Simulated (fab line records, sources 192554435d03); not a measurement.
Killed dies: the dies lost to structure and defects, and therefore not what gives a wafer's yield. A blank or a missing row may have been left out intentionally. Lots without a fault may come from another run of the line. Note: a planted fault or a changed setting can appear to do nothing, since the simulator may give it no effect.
Chamber matching || flow n5_finfet || 3 sister chambers for N5_BEOL_M10_CURE_71 on uv_cure-01
The step cures SiCOH lowk, time 240 s. 6 wafers are shown with their chamber, then 12 later ones without.

EACH WAFER AND ITS CHAMBER
{"wafer": "L076.3", "chamber": 0, "wafer_temp_C_max": 386.9, "lamp_power_pct (%)": 52.46}
{"wafer": "L076.5", "chamber": 0, "wafer_temp_C_max": 386.0, "lamp_power_pct (%)": 52.26}
{"wafer": "L079.4", "chamber": 1, "wafer_temp_C_max": 387.9, "lamp_power_pct (%)": 52.41}
{"wafer": "L079.6", "chamber": 1, "wafer_temp_C_max": 386.8, "lamp_power_pct (%)": 52.31}
{"wafer": "L090.5", "chamber": 2, "wafer_temp_C_max": 386.6, "lamp_power_pct (%)": 52.31}
{"wafer": "L090.6", "chamber": 2, "wafer_temp_C_max": 387.0, "lamp_power_pct (%)": 52.34}

WAFERS MISSING THEIR CHAMBER
{"wafer": "L090.2", "wafer_temp_C_max": 387.1, "lamp_power_pct (%)": 52.29}
{"wafer": "L090.3", "wafer_temp_C_max": 387.0, "lamp_power_pct (%)": 52.19}
{"wafer": "L090.4", "wafer_temp_C_max": 387.2, "lamp_power_pct (%)": 52.34}
{"wafer": "L092.1", "wafer_temp_C_max": 388.5, "lamp_power_pct (%)": 52.37}
{"wafer": "L092.2", "wafer_temp_C_max": 387.2, "lamp_power_pct (%)": 52.24}
{"wafer": "L092.5", "wafer_temp_C_max": 387.3, "lamp_power_pct (%)": 52.38}
{"wafer": "L095.1", "wafer_temp_C_max": 387.1, "lamp_power_pct (%)": 52.38}
{"wafer": "L095.4", "wafer_temp_C_max": 386.8, "lamp_power_pct (%)": 52.42}
{"wafer": "L095.5", "wafer_temp_C_max": 387.0, "lamp_power_pct (%)": 52.42}
{"wafer": "L097.1", "wafer_temp_C_max": 387.1, "lamp_power_pct (%)": 52.34}
{"wafer": "L097.3", "wafer_temp_C_max": 386.7, "lamp_power_pct (%)": 52.31}
{"wafer": "L097.5", "wafer_temp_C_max": 387.5, "lamp_power_pct (%)": 52.37}

CHAMBER TAKEN BY EACH
{"wafer": "L090.2", "from the rows above": "can't be placed: 2 or 1 or 0", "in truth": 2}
{"wafer": "L090.3", "from the rows above": "can't be placed: 2 or 1 or 0", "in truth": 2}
{"wafer": "L090.4", "from the rows above": "can't be placed: 1 or 2 or 0", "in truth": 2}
{"wafer": "L092.1", "from the rows above": "can't be placed: 1 or 2 or 0", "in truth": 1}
{"wafer": "L092.2", "from the rows above": "can't be placed: 2 or 1 or 0", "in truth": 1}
{"wafer": "L092.5", "from the rows above": "can't be placed: 1 or 2 or 0", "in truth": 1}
{"wafer": "L095.1", "from the rows above": "can't be placed: 1 or 2 or 0", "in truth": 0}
{"wafer": "L095.4", "from the rows above": "can't be placed: 0 or 2 or 1", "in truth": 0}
{"wafer": "L095.5", "from the rows above": "can't be placed: 1 or 2 or 0", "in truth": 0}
{"wafer": "L097.1", "from the rows above": "can't be placed: 1 or 2 or 0", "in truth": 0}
{"wafer": "L097.3", "from the rows above": "can't be placed: 2 or 0 or 1", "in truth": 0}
{"wafer": "L097.5", "from the rows above": "can't be placed: 1 or 2 or 0", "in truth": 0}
Correct placement for 0 of the 12. These rows do not allow placing 12 (true chamber among the candidates in 12). Placed wrongly: 0.
How it was worked out, from the rows above alone: a wafer's distance from a chamber is the root of the sum, over the readings, of the square of ((its reading less the chamber's mean) divided by the reading's scatter). The wafer belongs to the nearest chamber; if the next one is less than 2 further off, it can't be placed. Each chamber's mean is taken over the wafers shown for it. The scatter: take each reading less its chamber's mean, square it, sum over the shown wafers, divide by the number of wafers less the number of chambers, and take the root.
